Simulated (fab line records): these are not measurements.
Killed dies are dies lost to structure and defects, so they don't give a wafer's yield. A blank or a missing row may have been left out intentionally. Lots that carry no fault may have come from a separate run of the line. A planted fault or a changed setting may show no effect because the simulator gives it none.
fab line records	flow n5Finfet
record: lots: 7	wafers: 21
route steps=1938 shown HKMG_FIN@386 GATE_CUT@469 MOL_CONTACT_COAG@547 BEOL_M0_SAQP@636
startH: the number of hours between the record's first day and the start of the first shown wafer of the lot	waitH: how many hours have passed since the lot's step before this one	" identical to the entry in the row above	L1.1+2: a row that stands for several wafers	- no value, or no start was given	* or withheld: withheld	< > ~ a bound
route shown NAME@n: names a module that has steps shown in the file, with the first one's number in the route	usual: mean and standard deviation over wafers with no fault	same: alike in all rows	chamber/n: place in a boat	sites: each site's reading	_std_site: standard deviation across them	_edge_site: outer sites' mean less inner sites'	radiusMm: for every site, how far away it sits from the centre of the wafer	mask NAME#n: copy n	behind: tool/chamber where the wafer was last shaped	hold: what put the lot on hold/how long, in hours/how the hold closed	device: the n, p or np transistor that did not switch	end of line: at the end of the route, the tests of the same wafers	a step with no rows: only its recipe	killed: at the first sort, the dies lost to defects and structure; wafer yield is something else	map: the dies of a wafer, with x for killed, . for not killed, _ for no die there
set.NAME: the run value of the setting; set.NAME@STEP: its run value at that earlier step	model.NAME: the simulator's own value behind a step, which no gauge read
lots where settings were altered on purpose, with a table for each step and a row for each wafer
== steps ==
step: N5_HKMG_FIN_HK_ALD_01
recipe: material: HfO2	targetThkA: 16	tempC: withheld	aldPrecursorFamily: HfCl4	aldCoReactant: H2O	pulseTimeS: 3	purgeTimeS: 3	coReactantPurgeTimeS: 2.5	coReactantPulseTimeS: 0.3	aldCycles: 30
lot.wafer	tool	chamber	startH	waitH	set.aldCycles
L077.1	aldHk-02	2	88.13	0.0	30
L077.2+3	"	1,0	"	"	26
L078.3+5	aldHk-02	2,0	97.68	0.0	32
L078.4	"	1	"	"	30
L079.2+5	aldHk-02	2,3	102.76	0.0	30
L079.4	"	1	"	"	32
L080.3+5	aldHk-02	0,2	108.20	0.0	30
L080.4	"	3	"	"	33
L091.4+5	aldHk-01	3,1	173.69	0.0	28
L091.6	"	2	"	"	30
L094.2+3+4	aldHk-02	1,3,2	193.92	0.0	30
L095.2+3+5	aldHk-02	0,1,2	198.71	0.0	30
step: N5_HKMG_FIN_HK_ANNEAL_02
recipe: tempC: 700	timeS: 30	ambient: N2	idleTempC: 600	rampUpCPerS: 150	rampDownCPerS: 60	coolToC: 600
step: N5_HKMG_FIN_ALD_74
recipe: material: La2O3	targetThkA: 5	tempC: 250	aldPrecursorFamily: La-Cp	aldCoReactant: O3	pulseTimeS: 6	coReactantPulseTimeS: 1	purgeTimeS: 3	coReactantPurgeTimeS: 3
step: N5_HKMG_FIN_WET_ETCH_82
recipe: chemistry: dHCl	mix: 1:10000	tempC: 25	target: La2O3	stopOn: HfO2	targetDepthNm: 2	dry: ipaMarangoni	rinseTimeS: 30	rinseTempC: 23
step: N5_HKMG_FIN_ALD_36
recipe: material: TiN	targetThkA: 10	tempC: 400	aldPrecursorFamily: TiCl4	aldCoReactant: NH3	pulseTimeS: 1	purgeTimeS: 3	coReactantPurgeTimeS: 2	coReactantPulseTimeS: 2	aldCycles: 47	pressureTorr: 3
step: N5_HKMG_FIN_THK_MEAS_70
recipe: thkMeasGauge: xrf	reads: HfO2_of_HKMG_FIN_HK_ALD_01
usual: HK_THK: 1.616/0.02
lot.wafer	tool	chamber	startH	waitH	set.aldCycles@HKMG_FIN_HK_ALD_01	HK_THK[nm]
L077.1	filmMetro-01	-	91.74	0.2	30	1.629
L077.2	"	-	"	"	26	1.419
L077.3	"	-	"	"	26	1.382
L078.3	filmMetro-01	-	101.80	0.2	32	1.726
L078.4	"	-	"	"	30	1.613
L078.5	"	-	"	"	32	1.734
L079.2	filmMetro-02	-	106.09	0.2	30	1.644
L079.4	"	-	"	"	32	1.712
L079.5	"	-	"	"	30	1.607
L080.3	filmMetro-01	-	111.72	0.2	30	1.606
L080.4	"	-	"	"	33	1.786
L080.5	"	-	"	"	30	1.629
L091.4	filmMetro-01	-	177.02	0.2	28	1.512
L091.5	"	-	"	"	28	1.530
L091.6	"	-	"	"	30	1.636
L094.2	filmMetro-02	-	197.45	0.2	30	1.607
L094.3	"	-	"	"	30	1.581
L094.4	"	-	"	"	30	1.661
L095.2	filmMetro-02	-	202.25	0.2	30	1.599
L095.3	"	-	"	"	30	1.639
L095.5	"	-	"	"	30	1.621
step: N5_GATE_CUT_ETCH_58
recipe: chemistry: CH3F/O2	target: SiNx	targetDepthA: 170	timeS: 128.6	ionEnergyEv: 50	pressureMtorr: 30	sourceW: 415	biasW: 21	Ar_flow_sccm: 150	CH3F_flow_sccm: 30	O2_flow_sccm: 20
usual: rfVppV: 99.1/0.89
lot.wafer	tool	chamber	startH	waitH	set.biasW	rfVppV	model.etch.depthNm
L077.1	rieDiel-03	3	97.53	0.1	21	99.1	17.3
L077.2	"	1	"	"	24.57	108.2	18.62
L077.3	"	2	"	"	24.57	110.1	18.32
L078.3	rieDiel-03	0	107.50	0.2	22.07	103.0	17.16
L078.4	"	2	"	"	21	100.4	16.98
L078.5	"	3	"	"	21	99.1	17.26
L079.2	rieDiel-03	3	111.82	0.0	24.76	109.1	18.81
L079.4	"	0	"	"	24.76	111.1	18.38
L079.5	"	0	"	"	21	100.3	16.91
L080.3	rieDiel-02	0	117.89	0.1	22.9	104.5	17.21
L080.4	"	3	"	"	21	100.3	16.49
L080.5	"	3	"	"	22.9	104.5	17.24
L091.4	rieDiel-02	1	183.63	0.2	18.62	91.7	16.21
L091.5	"	1	"	"	21	100.2	17.16
L091.6	"	0	"	"	21	99.7	16.47
L094.2	rieDiel-03	0	203.22	0.0	21	98.8	16.82
L094.3	"	1	"	"	21	98.7	17.34
L094.4	"	3	"	"	21	97.6	17.54
L095.2	rieDiel-03	0	208.27	0.3	20	94.8	16.47
L095.3	"	3	"	"	20	96.9	16.82
L095.5	"	0	"	"	21	99.8	16.78
step: N5_GATE_CUT_COAT_27
recipe: resist: underlayer	tempC: 205	timeS: 60	spinRpm: 1500	resistThkNm: 10
lot.wafer	tool	chamber	startH	waitH	set.spinRpm	model.underlayer_of_GATE_CUT_COAT_27.thkNm
L077.1+3	lithoTrack-02	0	-	-	1641	9.6
L077.2	"	0	"	"	1500	10
L078.3+4+5	lithoTrack-02	0	-	-	1500	10
L079.2+4+5	lithoTrack-01	0	-	-	1500	10
L080.3+4	lithoTrack-02	0	-	-	1500	10
L080.5	"	0	"	"	1355	10.6
L091.4+5+6	lithoTrack-02	0	-	-	1500	10
L094.2+3+4	lithoTrack-01	0	-	-	1500	10
L095.2+3+5	lithoTrack-04	0	-	-	1500	10
step: N5_GATE_CUT_COAT_07
recipe: resist: CAR-EUV	spinRpm: 1500	resistThkNm: 30
step: N5_GATE_CUT_EBR_09
recipe: solvent: PGMEA	ebrWidthMm: 1.5
step: N5_GATE_CUT_DESCUM_18
recipe: chemistry: O2	timeS: 7	sourcePowerW: 50	biasPowerW: 20	pressureMtorr: 20	rfFrequencyHz: 2.712e+07	tempC: 40	resist: CAR-EUV	o2FlowSccm: 225
step: N5_GATE_CUT_ETCH_28
recipe: chemistry: N2/H2	target: underlayer	targetDepthA: 130	maskMaterial: CAR-EUV	timeS: 10.4	ionEnergyEv: 200	pressureMtorr: 30	sourceW: 840	biasW: 150	n2FlowSccm: 200	h2FlowSccm: 200	ends: cleared
lot.wafer	tool	chamber	startH	waitH	set.spinRpm@GATE_CUT_COAT_27	model.etch.depthNm
L077.1	rieDiel-02	3	101.80	0.0	1641	9.53
L077.2	"	1	"	"	1500	9.984
L077.3	"	0	"	"	1641	9.557
L078.3	rieDiel-03	2	111.04	0.0	1500	10.03
L078.4	"	3	"	"	1500	10
L078.5	"	0	"	"	1500	10.01
L079.2	rieDiel-02	0	115.23	0.0	1500	9.998
L079.4	"	2	"	"	1500	9.985
L079.5	"	3	"	"	1500	10.01
L080.3	rieDiel-03	0	121.72	0.0	1500	10.03
L080.4	"	1	"	"	1500	9.993
L080.5	"	3	"	"	1355	10.52
L091.4+5	rieDiel-02	0,2	187.04	0.0	1500	10.06
L091.6	"	3	"	"	1500	10.04
L094.2	rieDiel-03	3	206.83	0.0	1500	9.961
L094.3	"	1	"	"	1500	10
L094.4	"	2	"	"	1500	9.979
L095.2	rieDiel-01	2	213.28	0.0	1500	9.967
L095.3	"	3	"	"	1500	9.983
L095.5	"	1	"	"	1500	10.01
step: N5_MOL_CONTACT_COAG_SPUTTER_143
recipe: material: Co	targetThkA: 25	tempC: 25	chamberPressurePa: 0.2
lot.wafer	tool	chamber	startH	waitH	set.targetThkA	model.Co_of_MOL_CONTACT_COAG_SPUTTER_143.thkNm
L077.1	pvdSputter-01	-	108.67	0.0	23.73	2.4
L077.2	"	-	"	"	25	2.4
L077.3	"	-	"	"	25	2.6
L078.3+4+5	pvdSputter-02	-	117.23	0.0	25	2.6
L079.2	pvdSputter-02	-	121.08	0.0	25	2.4
L079.4+5	"	-	"	"	28.22	2.8
L080.3+5	pvdSputter-02	-	129.34	0.0	25	2.8
L080.4	"	-	"	"	25	2.6
L091.4	pvdSputter-03	-	194.14	0.0	28.24	3
L091.5	"	-	"	"	25	2.4
L091.6	"	-	"	"	28.24	2.8
L094.2+3+4	pvdSputter-02	-	213.73	0.0	25	2.6
L095.2+3	pvdSputter-02	-	220.48	0.0	25	2.6
L095.5	"	-	"	"	25	2.4
step: N5_MOL_CONTACT_COAG_PECVD_31
recipe: material: SiO2	targetThkA: 460	tempC: 400	precursor: TEOS/O2	pressureTorr: 6.5	rfW: withheld	teosFlowSccm: withheld	gas: O2	flowSccm: 2650	timeS: 8.9
lot.wafer	tool	chamber	startH	waitH	set.timeS	model.SiO2_of_MOL_CONTACT_COAG_PECVD_31.thkNm
L077.1	pecvd-02	2	115.87	0.3	8.9	45.8
L077.2	"	1	"	"	8.9	45.2
L077.3	"	0	"	"	8.9	46
L078.3	pecvd-04	2	123.80	0.3	8.9	45
L078.4	"	0	"	"	8.473	43.8
L078.5	"	2	"	"	8.9	45.8
L079.2	pecvd-02	0	128.16	0.3	8.9	46.4
L079.4	"	2	"	"	9.849	51.4
L079.5	"	1	"	"	9.849	50.8
L080.3	pecvd-01	1	135.76	0.3	8.9	45.2
L080.4	"	2	"	"	8.449	44.2
L080.5	"	1	"	"	8.449	44
L091.4	pecvd-04	2	199.78	0.3	9.722	49.6
L091.5	"	0	"	"	8.9	46.2
L091.6	"	1	"	"	8.9	45.6
L094.2	pecvd-04	1	219.53	0.3	8.9	46
L094.3	"	2	"	"	8.9	46.4
L094.4	"	1	"	"	8.9	46.2
L095.2	pecvd-01	0	226.09	0.3	9.407	49.2
L095.3	"	2	"	"	8.9	47.2
L095.5	"	2	"	"	9.407	49.4
step: N5_MOL_CONTACT_COAG_EXPOSE_81
recipe: maskId: VG	na: 0.33	sourceShape: annular	sigmaInner: 0.3	sigmaOuter: 0.7	polarization: unpolarized	defocusNm: 0	doseMj: 59.5
lot.wafer	tool	chamber	startH	waitH	mask	set.doseMj
L077.1+3	euvScanner-01	0	116.19	-	VG#0	61.69
L077.2	"	0	"	"	VG#0	59.5
L078.3+4	euvScanner-02	0	124.14	-	VG#0	62.26
L078.5	"	0	"	"	VG#0	59.5
L079.2+4	euvScanner-01	0	128.49	-	VG#0	59.5
L079.5	"	0	"	"	VG#0	60.82
L080.3	euvScanner-02	0	136.13	-	VG#0	59.5
L080.4+5	"	0	"	"	VG#0	56.05
L091.4+6	euvScanner-02	0	199.98	-	VG#0	59.5
L091.5	"	0	"	"	VG#0	62.42
L094.2+3+4	euvScanner-01	0	219.75	-	VG#0	59.5
L095.2+3+5	euvScanner-01	0	226.29	-	VG#0	59.5
step: N5_MOL_CONTACT_COAG_PEB_82
recipe: pebTempC: 100	pebTimeS: 60	resist: CAR-EUV
step: N5_MOL_CONTACT_COAG_DEVELOP_83
recipe: developTimeS: 30	developer: TMAH	resist: CAR-EUV	rinseLiquid: surfactantRinse	dry: airSpin	devTempC: 23
step: N5_MOL_CONTACT_COAG_CD_MEAS_84
recipe: targetCdNm: 25.1	landingEnergyEv: 500	detector: seInlens	polarity: opening
usual: cdNm: 25.04/0.29
lot.wafer	tool	chamber	startH	waitH	set.doseMj@MOL_CONTACT_COAG_EXPOSE_81	cdNm
L077.1	cdSem-01	0	116.34	-	61.69	25.94
L077.2	"	0	"	"	59.5	24.87
L077.3	"	0	"	"	61.69	26.33
L078.3	cdSem-03	0	124.26	-	62.26	25.91
L078.4	"	0	"	"	62.26	25.81
L078.5	"	0	"	"	59.5	24.84
L079.2	cdSem-03	0	128.63	-	59.5	25.07
L079.4	"	0	"	"	59.5	24.71
L079.5	"	0	"	"	60.82	24.93
L080.3	cdSem-03	0	136.26	-	59.5	25.38
L080.4	"	0	"	"	56.05	23.89
L080.5	"	0	"	"	56.05	23.73
L091.4	cdSem-02	0	200.10	-	59.5	25.14
L091.5	"	0	"	"	62.42	25.71
L091.6	"	0	"	"	59.5	24.95
L094.2	cdSem-02	0	219.89	-	59.5	24.65
L094.3	"	0	"	"	59.5	24.17
L094.4	"	0	"	"	59.5	24.68
L095.2	cdSem-01	0	226.43	-	59.5	25.56
L095.3	"	0	"	"	59.5	25.51
L095.5	"	0	"	"	59.5	25.01
step: N5_MOL_CONTACT_COAG_ETCHBACK_135
recipe: chemistry: CHF3	target: SiO2	targetDepthA: 250	timeS: 16.7	ionEnergyEv: 200	pressureMtorr: 30	sourceW: 610	biasW: 170	Ar_flow_sccm: 200	CHF3_flow_sccm: 50
step: N5_MOL_CONTACT_COAG_STRIP_118
recipe: chemistry: CHF3	resist: SiARC	rfFrequencyHz: 6e+07
step: N5_MOL_CONTACT_COAG_VIA_ETCH_46
recipe: chemistry: C4F6/O2	targetDepthA: 460	overetchA: 92	maskMaterial: SOC	target: SiO2	biasW: 455	pressureMtorr: 10	timeS: 40	sourceW: 325	Ar_flow_sccm: 300	C4F6_flow_sccm: 10	O2_flow_sccm: 10	ionEnergyEv: 575.3	ends: endPoint
lot.wafer	tool	chamber	startH	waitH	set.timeS@MOL_CONTACT_COAG_PECVD_31	model.etch.depthNm
L077.1	rieDiel-05	3	117.54	0.0	8.9	45.8
L077.2	"	1	"	"	8.9	45.19
L077.3	"	0	"	"	8.9	46.08
L078.3	rieDiel-06	3	124.91	0.0	8.9	45.03
L078.4	"	3	"	"	8.473	43.79
L078.5	"	1	"	"	8.9	45.73
L079.2	rieDiel-04	2	129.25	0.0	8.9	46.43
L079.4	"	3	"	"	9.849	51.46
L079.5	"	3	"	"	9.849	50.72
L080.3	rieDiel-05	0	137.25	0.0	8.9	45.24
L080.4	"	0	"	"	8.449	44.14
L080.5	"	2	"	"	8.449	43.92
L091.4	rieDiel-06	3	201.22	0.0	9.722	49.63
L091.5	"	1	"	"	8.9	46.23
L091.6	"	2	"	"	8.9	45.61
L094.2	rieDiel-06	3	220.55	0.0	8.9	45.97
L094.3	"	1	"	"	8.9	46.42
L094.4	"	2	"	"	8.9	46.13
L095.2	rieDiel-04	1	227.02	0.0	9.407	49.1
L095.3	"	2	"	"	8.9	47.1
L095.5	"	2	"	"	9.407	49.33
step: N5_BEOL_M0_SAQP_PECVD_96
recipe: material: a-Si	targetThkA: 450	tempC: 350	precursor: SiH4/He	pressureTorr: 3	rfW: 100	timeS: 45.2
lot.wafer	tool	chamber	startH	waitH	set.timeS	model.a-Si_of_BEOL_M0_SAQP_PECVD_96.thkNm
L077.1	pecvd-01	0	125.14	0.0	45.2	44.6
L077.2	"	1	"	"	49.35	47
L077.3	"	1	"	"	45.2	44.2
L078.3	pecvd-03	2	132.18	0.0	47.34	46.8
L078.4	"	2	"	"	47.34	47.8
L078.5	"	1	"	"	45.2	45.2
L079.2	pecvd-03	2	137.59	0.0	41.35	40.8
L079.4	"	2	"	"	45.2	45
L079.5	"	0	"	"	45.2	45.2
L080.3	pecvd-03	0	144.55	0.0	45.2	44.6
L080.4	"	1	"	"	45.2	45.2
L080.5	"	0	"	"	45.2	45
L091.4	pecvd-01	1	208.70	0.0	49.67	49.6
L091.5	"	0	"	"	45.2	45.6
L091.6	"	1	"	"	49.67	49.2
L094.2	pecvd-02	0	228.27	0.0	45.2	43.8
L094.3+4	"	0,1	"	"	45.2	44.6
L095.2	pecvd-03	2	234.94	0.0	45.2	45
L095.3	"	1	"	"	49.88	49.4
L095.5	"	1	"	"	49.88	49.6
== key ==
split: step: N5_HKMG_FIN_HK_ALD_01	setting: aldCycles	stated: 30	by: wafer
response: step: N5_HKMG_FIN_THK_MEAS_70	reading: HK_THK	change: +0.0167	per: 1%	r: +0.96
split: step: N5_GATE_CUT_ETCH_58	setting: biasW	stated: 21	by: wafer
response: step: N5_GATE_CUT_ETCH_58	reading: rfVppV	change: +0.588	per: 1%	r: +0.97
response: step: N5_GATE_CUT_ETCH_58	reading: model.etch.depthNm	change: +0.0742	per: 1%	r: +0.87
split: step: N5_GATE_CUT_COAT_27	setting: spinRpm	stated: 1500	by: wafer
response: step: N5_GATE_CUT_COAT_27	reading: model.underlayer_of_GATE_CUT_COAT_27.thkNm	change: -0.0526	per: 1%	r: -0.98
response: step: N5_GATE_CUT_ETCH_28	reading: model.etch.depthNm	change: -0.0499	per: 1%	r: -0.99
split: step: N5_MOL_CONTACT_COAG_SPUTTER_143	setting: targetThkA	stated: 25	by: wafer
response: step: N5_MOL_CONTACT_COAG_SPUTTER_143	reading: model.Co_of_MOL_CONTACT_COAG_SPUTTER_143.thkNm	change: +0.0338	per: 1%	r: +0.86
split: step: N5_MOL_CONTACT_COAG_PECVD_31	setting: timeS	stated: 8.9	by: wafer
response: step: N5_MOL_CONTACT_COAG_PECVD_31	reading: model.SiO2_of_MOL_CONTACT_COAG_PECVD_31.thkNm	change: +0.391	per: 1%	r: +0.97
response: step: N5_MOL_CONTACT_COAG_VIA_ETCH_46	reading: model.etch.depthNm	change: +0.392	per: 1%	r: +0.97
split: step: N5_MOL_CONTACT_COAG_EXPOSE_81	setting: doseMj	stated: 59.5	by: wafer
response: step: N5_MOL_CONTACT_COAG_CD_MEAS_84	reading: cdNm	change: +0.224	per: 1%	r: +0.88
split: step: N5_BEOL_M0_SAQP_PECVD_96	setting: timeS	stated: 45.2	by: wafer
response: step: N5_BEOL_M0_SAQP_PECVD_96	reading: model.a-Si_of_BEOL_M0_SAQP_PECVD_96.thkNm	change: +0.402	per: 1%	r: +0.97
